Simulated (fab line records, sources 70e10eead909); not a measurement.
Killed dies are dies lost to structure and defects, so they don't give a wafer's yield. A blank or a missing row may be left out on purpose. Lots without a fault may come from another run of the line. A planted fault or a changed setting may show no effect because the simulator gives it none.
A struck lot beside a sound one | flow nand_harc | 18 steps out of a route of 1159
Sound: wafers L123.2, L123.3, L123.4. Struck: wafer L135.2. (L135.4, L135.5 of the same lot were not struck and are left out.) The cause comes at the end.
At each step with rows: each side's tool, then ch and its chambers, then its first start. Under that, the readings that differ: sound wafers | struck wafers | difference of the means | sigmas: that difference in standard deviations of wafers without a fault.
alike: readings whose means differ by less than 2 such deviations, and words and numbers that are the same on both sides. not compared: withheld readings, readings that some wafer has no value for, bounds like >300 that may hide the same value, and numbers for which the record gives no deviation and whose values overlap.
The two part at a step that has a row with sigmas, a row that says differs or no value, or rows on one side only. Numbers that don't overlap but have no deviation are shown without sigmas and don't part them. A reading that every wafer of one side lacks parts them only if that side has two wafers or more.

NHARC_A_M0_DESCUM_14: chemistry O2, time 3 s.
  sound on rie_diel-02 ch 0,1,3, day 18 04:41; struck on rie_diel-07 ch 1, day 21 17:45
  alike: drypump_motor_current_A, oes_product_au, rf_vpp_V, showerhead_plenum_p_Torr, throttle_valve_pct
  not compared: rf_hours_counter_h
NHARC_A_M0_ETCH_34: etches the open film in N2/H2, target depth 40 nm, overetch 12 nm, time 43.94 s.
  sound on rie_diel-02 ch 0,1,3, day 18 04:46; struck on rie_diel-07 ch 0, day 21 17:50
  alike: bias_w, drypump_motor_current_A, oes_product_au, rf_vpp_V, showerhead_plenum_p_Torr, throttle_valve_pct
  not compared: rf_hours_counter_h
then, 1 step without rows for these wafers: NHARC_A_M0_ETCH_15 (etches the open film in C4F8/Ar, target depth 150 nm, overetch 15 nm, time 82.5 s).
NHARC_A_M0_CD_MEAS_16:
  sound on cd_sem-02, day 18 04:59; struck on cd_sem-03, day 21 18:03
  reading    | sound          | struck | difference | sigmas
  cd_nm (nm) | 78.9 81.0 80.2 | 81.8   | +1.8       | +2
then, 4 steps without rows for these wafers: NHARC_A_M0_STRIP_18 (strips in N2/H2); NHARC_A_M0_STRIP_19 (strips in post etch residue remover, time 600 s); NHARC_A_M0_DEGAS_28 (time 60 s); NHARC_A_M0_PRE_CLEAN_29 (time 30 s).
NHARC_A_M0_PVD_20: deposits TaN, target thk 5 nm, time 8.06 s.
  sound on pvd_sputter-03; struck on pvd_sputter-02
  alike: throttle_valve_pct
NHARC_A_M0_PVD_21: deposits Cu, target thk 30 nm, time 20.49 s.
  sound on pvd_sputter-03; struck on pvd_sputter-02
  alike: throttle_valve_pct
then, 1 step without rows for these wafers: NHARC_A_M0_ECD_22 (material Cu, target thk 400 nm).
NHARC_A_M0_ANNEAL_30: time 90 s.
  sound on rtp_anneal-01 ch 0, day 18 06:23; struck on rtp_anneal-01 ch 0, day 21 19:42
  alike: wafer_temp_C_max
NHARC_A_M0_CMP_23: polishes, t overpolish 20 s, target thk 113.75 nm.
  sound on cmp-03 ch 0,2,3, day 18 06:41; struck on cmp-01 ch 3, day 21 19:59
  reading                | sound          | struck | difference | sigmas
  time_to_endpoint_s (s) | 27.3 26.3 31.3 | 37.3   | +9.0       | +3
  alike: motor_current_A, retaining_ring_pressure_frac, slurry_filter_dp_kPa
NHARC_A_M0_THK_MEAS_24: measures by xrf.
  sound on film_metro-01, day 18 06:59; struck on film_metro-02, day 21 20:18
  alike: thk_nm
then, 1 step without rows for these wafers: NHARC_A_M0_SRD_25.
NHARC_A_M0_INSPECT_27:
  sound on defect_inspect-01, day 18 07:09; struck on defect_inspect-01, day 21 20:28
  reading          | sound       | struck | difference | sigmas
  raw_defect_count | 567 806 536 | 3192   | +2556      | +26
then, 1 step without rows for these wafers: NHARC_A_M0_PRE_CLEAN_31 (time 12 s).
NHARC_END_SORT_01:
  sound on prober-02 ch 0, day 19 22:32; struck on prober-01 ch 0, day 23 12:37
  reading                  | sound          | struck | difference | sigmas
  defect_limited_yield (%) | 97.6 95.6 96.8 | 0      | -97        | -74
  killed_at_array          | 14 28 22       | 665    | +644       | +80
  killed_at_periphery      | 2 2 0          | 10     | +9         | +4
  killed_dies              | 16 30 22       | 677    | +654       | +74
  killed_short             | 0 3 2          | 6      | +4         | +3
  sort_bin_3_pct (%)       | 0 0.15 0.59    | 94.53  | +94.28     | +99 or more
  sort_n_pass              | 661 647 655    | 0      | -654       | -74
  sort_rim_yield_pct (%)   | 96.2 99.1 92.5 | 0      | -96        | -36
  sort_yield_pct (%)       | 97.6 95.6 96.8 | 0      | -97        | -74
  alike: killed_at_other, killed_open, sort_bin_2_pct, sort_bin_4_pct

WHERE THEY PART
First at NHARC_A_M0_CD_MEAS_16; last, within this record, at NHARC_END_SORT_01.

WHY: what the simulator had put in
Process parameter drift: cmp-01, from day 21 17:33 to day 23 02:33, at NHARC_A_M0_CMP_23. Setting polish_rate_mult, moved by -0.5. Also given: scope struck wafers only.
